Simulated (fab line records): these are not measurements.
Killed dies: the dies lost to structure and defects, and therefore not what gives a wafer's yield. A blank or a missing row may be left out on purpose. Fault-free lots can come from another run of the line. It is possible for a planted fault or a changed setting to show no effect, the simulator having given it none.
Matching of chambers | flow n5_finfet | N5_BEOL_M4_ETCH_70 on rie_diel-01: 4 sister chambers
The step etches SOC in N2/H2, target depth 80 nm, overetch 24 nm, time 130 s. 8 wafers are shown with their chamber, then 12 later ones without.

## EACH WAFER AND ITS CHAMBER
wafer  | chamber | throttle_valve_pct (%) | showerhead_plenum_p_Torr (Torr)
L080.5 | 1       | 18.01                  | 2.52
L080.6 | 0       | 18.03                  | 2.40
L082.1 | 2       | 17.48                  | 2.49
L082.6 | 0       | 18.06                  | 2.40
L087.4 | 1       | 18.04                  | 2.51
L090.3 | 3       | 17.77                  | 2.46
L090.5 | 2       | 17.53                  | 2.48
L090.6 | 3       | 17.78                  | 2.46

## WAFERS MISSING THEIR CHAMBER
wafer  | throttle_valve_pct (%) | showerhead_plenum_p_Torr (Torr)
L091.1 | 17.54                  | 2.48
L091.4 | 17.78                  | 2.46
L091.5 | 17.54                  | 2.48
L093.2 | 17.79                  | 2.46
L093.4 | 17.62                  | 2.72
L093.6 | 17.77                  | 2.46
L094.1 | 17.81                  | 2.46
L094.2 | 17.54                  | 2.48
L094.6 | 17.63                  | 2.72
L095.1 | 17.79                  | 2.46
L095.5 | 17.54                  | 2.47
L095.6 | 17.67                  | 2.51

## THE CHAMBER EACH PASSED THROUGH
wafer  | from the rows above | in truth
L091.1 | 2                   | 2
L091.4 | 3                   | 3
L091.5 | 2                   | 2
L093.2 | 3                   | 3
L093.4 | 1                   | 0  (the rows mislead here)
L093.6 | 3                   | 3
L094.1 | 3                   | 3
L094.2 | 2                   | 2
L094.6 | 1                   | 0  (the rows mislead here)
L095.1 | 3                   | 3
L095.5 | 2                   | 2
L095.6 | 2                   | 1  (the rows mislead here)
9 of 12 placed correctly. From these rows, 0 cannot be placed. Number placed wrongly: 3.
How it was worked out, from the rows above alone: a wafer's distance from a chamber is the root of the sum, over the readings, of the square of ((its reading less the chamber's mean) divided by the reading's scatter). The wafer belongs to the nearest chamber; if the next one is less than 2 further off, it can't be placed. For every chamber, the mean is computed from those of its wafers that are shown. The scatter: take each reading less its chamber's mean, square it, sum over the shown wafers, divide by the number of wafers less the number of chambers, and take the root.
